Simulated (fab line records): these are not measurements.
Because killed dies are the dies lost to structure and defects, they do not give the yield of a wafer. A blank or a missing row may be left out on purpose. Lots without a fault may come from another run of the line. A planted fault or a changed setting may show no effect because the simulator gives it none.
2 desks looking at one fault + flow n5 finfet + numbers are kept per desk, each desk with only its own; the story behind them comes last

METROLOGY DESK
What the gauges read for every lot (on any tool): the sampled wafers with a number, averaged. Marked OUT: a lot whose mean sits more than 4 standard deviations from the usual mean, which makes it out of limits; the brackets give that distance.
Columns: A = cd nm at N5_BEOL_M15_CD_MEAS_28, usual 407.7 nm
| lot  | first seen here | A     |
|------|-----------------|-------|
| L912 | day 11 19:11    | 407.8 |
| L913 | day 12 11:29    | 404.9 |
| L914 | day 12 23:53    | 408.6 |
| L915 | day 13 01:53    | 408.8 |
| L919 | day 13 16:20    | 406.8 |
| L917 | day 13 20:04    | 409.4 |
| L924 | day 15 02:19    | 406.5 |
| L926 | day 16 03:23    | 405.4 |
| L929 | day 17 03:05    | 406.8 |
| L932 | day 17 03:23    | 408.9 |
| L931 | day 17 12:18    | 407.5 |
This desk found nothing out of limits on any of the 11 lots.

AT THE TOOL OWNER'S DESK: rie diel-02
The tool's own readings at N5_BEOL_M15_ETCH_57 (etches SOC in N2/H2, time 750 s): means of the sampled wafers that have a number, for each lot that ran on this tool. Marked OUT: a lot whose mean sits more than 4 standard deviations from the usual mean, which makes it out of limits; the brackets give that distance.
Columns: A = drypump motor current A at N5_BEOL_M15_ETCH_57, usual 5.54 A; B = oes product au at N5_BEOL_M15_ETCH_57, usual 0.81 a.u.; C = rf vpp V at N5_BEOL_M15_ETCH_57, usual 523.9 V; D = showerhead plenum p Torr at N5_BEOL_M15_ETCH_57, usual 2.54 Torr; E = throttle valve pct at N5_BEOL_M15_ETCH_57, usual 17.65 %
| lot  | first seen here | A    | B    | C     | D    | E     |
|------|-----------------|------|------|-------|------|-------|
| L913 | day 12 10:43    | 5.48 | 0.76 | 521.8 | 2.47 | 17.65 |
| L914 | day 12 22:59    | 5.62 | 0.77 | 521.9 | 2.48 | 17.64 |
| L915 | day 13 01:06    | 5.49 | 0.83 | 522.5 | 2.51 | 17.70 |
| L917 | day 13 19:17    | 5.73 | 0.79 | 522.4 | 2.49 | 17.62 |
| L924 | day 15 01:32    | 5.48 | 0.98 | 525.5 | 2.58 | 17.47 |
This desk found nothing out of limits on any of the 5 lots.

PUT TOGETHER
From the metrology desk's view, nothing was out of limits.
The tool owner's desk saw nothing out of limits.

WHAT WAS PUT IN BY THE SIMULATOR
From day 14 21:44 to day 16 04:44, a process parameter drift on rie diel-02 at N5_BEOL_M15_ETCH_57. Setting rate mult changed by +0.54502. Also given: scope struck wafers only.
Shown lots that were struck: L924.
